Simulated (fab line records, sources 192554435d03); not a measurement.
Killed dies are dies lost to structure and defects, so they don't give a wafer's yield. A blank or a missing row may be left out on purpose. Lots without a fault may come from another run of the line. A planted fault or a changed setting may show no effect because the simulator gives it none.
A struck lot beside a sound one | flow n5_finfet | 19 steps out of a route of 1938
Sound: wafers L251.2, L251.3, L251.5. Struck: wafers L270.2, L270.5, L270.6. The cause comes at the end.
At each step with rows: each side's tool, then ch and its chambers, then its first start. Under that, the readings that differ: sound wafers | struck wafers | difference of the means | sigmas: that difference in standard deviations of wafers without a fault.
alike: readings whose means differ by less than 2 such deviations, and words and numbers that are the same on both sides. not compared: withheld readings, readings that some wafer has no value for, bounds like >300 that may hide the same value, and numbers for which the record gives no deviation and whose values overlap.
The two part at a step that has a row with sigmas, a row that says differs or no value, or rows on one side only. Numbers that don't overlap but have no deviation are shown without sigmas and don't part them. A reading that every wafer of one side lacks parts them only if that side has two wafers or more.

first, 3 steps without rows for these wafers: N5_DUMMY_REMOVAL_PRECLEAN_04 (cleans in DHF, time 37 s); N5_DUMMY_REMOVAL_SRD_05 (time 30 s); N5_HKMG_FIN_IL_REGROW_00 (material SiO2, chemistry O3, target thk 0.75 nm, time 30 s).
N5_HKMG_FIN_HK_ALD_01: deposits HfO2, target thk 1.6 nm, pulse time 3 s, purge time 3 s.
  sound on ald_hk-01 ch 1,2,3, day 3 22:50; struck on ald_hk-03 ch 2,3, day 8 18:49
  alike: precursor_pulse_height_rel
N5_HKMG_FIN_HK_ANNEAL_02: time 30 s.
  sound on rtp_anneal-01 ch 0, day 3 23:03; struck on rtp_anneal-02 ch 0, day 8 19:02
  alike: lamp_power_pct, wafer_temp_C_max
N5_HKMG_FIN_ALD_74: deposits La2O3, target thk 0.5 nm, pulse time 6 s, co reactant pulse time 1 s.
  sound on ald_hk-03 ch 2,3, day 3 23:14; struck on ald_hk-01 ch 0,1,3, day 8 19:13
  alike: heater_power_w, precursor_pulse_height_rel, susceptor_temp_C
N5_HKMG_FIN_ALD_75: deposits Al2O3, target thk 1 nm, co reactant pulse time 1 s.
  sound on ald_hk-03 ch 2,3, day 3 23:19; struck on ald_hk-01 ch 0,1,3, day 8 19:22
  alike: heater_power_w, precursor_pulse_height_rel, susceptor_temp_C
then, 5 steps without rows for these wafers: N5_HKMG_FIN_COAT_41 (time 60 s, resist thk 300 nm); N5_HKMG_FIN_COAT_42 (time 60 s, resist thk 35 nm); N5_HKMG_FIN_COAT_43 (resist thk 90 nm); N5_HKMG_FIN_EBR_45; N5_HKMG_FIN_SOFTBAKE_44 (time 60 s).
N5_HKMG_FIN_EXPOSE_46: exposes mask NDIPOLE.
  sound on arfi_scanner-03 ch 0, day 3 23:40; struck on arfi_scanner-03 ch 0, day 8 19:40
  reading              | sound             | struck            | difference | sigmas
  exposure_dose_mJ_cm2 | 40.00 40.00 39.97 | 45.23 45.20 45.17 | +5.21      | +99 or more
  alike: mask
then, 2 steps without rows for these wafers: N5_HKMG_FIN_PEB_47 (peb time 60 s); N5_HKMG_FIN_DEVELOP_48 (develop time 30 s).
N5_HKMG_FIN_CD_MEAS_49: target cd 202 nm.
  sound on cd_sem-01 ch 0, day 3 23:47; struck on cd_sem-02 ch 0, day 8 19:47
  reading    | sound             | struck            | difference | sigmas
  cd_nm (nm) | 201.0 200.4 201.0 | 208.9 209.0 208.6 | +8.0       | +9
N5_HKMG_FIN_OVL_MEAS_50:
  sound on overlay-01 ch 0, day 3 23:49; struck on overlay-02 ch 0, day 8 19:49
  alike: NDIPOLE_OVL
-- the record jumps here: 4 days lie between the struck wafers' starts before and after (it left off in module HKMG_FIN and takes up again in module BEOL_M4, whose first step shown is number 1111 of the route) --
N5_BEOL_M4_RC_MEAS_101:
  sound on prober-02 ch 0, day 7 12:20; struck on prober-01 ch 0, day 12 11:51
  alike: DIBL_N, DIBL_P, IOFF_N, IOFF_P, ION_N, ION_P, SS_N, SS_P, VT_N, VT_P
-- the record jumps here: 4 days lie between the struck wafers' starts before and after (it left off in module BEOL_M4 and takes up again in module PASSIVATION, whose first step shown is number 1936 of the route) --
N5_PASSIVATION_PROBE_49:
  sound on prober-02, day 11 18:26; struck on prober-02, day 16 21:01
  reading                | sound    | struck | difference | sigmas
  sort_bin_4_leakage (%) | 0.08 0 0 | 0 0 0  | +0         | -4
  alike: defect_limited_yield, killed_at_M0_to_M3, killed_at_M4_up, killed_at_contacts, killed_at_front_end, killed_at_other, killed_dies, killed_open, killed_short, sort_bin_5_function, sort_bin_6_memory, sort_n_pass, sort_yield_pct

WHERE THEY PART
First at N5_HKMG_FIN_EXPOSE_46; last, within this record, at N5_PASSIVATION_PROBE_49.

WHY: what the simulator had put in
Process parameter drift: arfi_scanner-03, from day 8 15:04 on, at N5_HKMG_FIN_EXPOSE_46. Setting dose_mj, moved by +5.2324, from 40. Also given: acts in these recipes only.
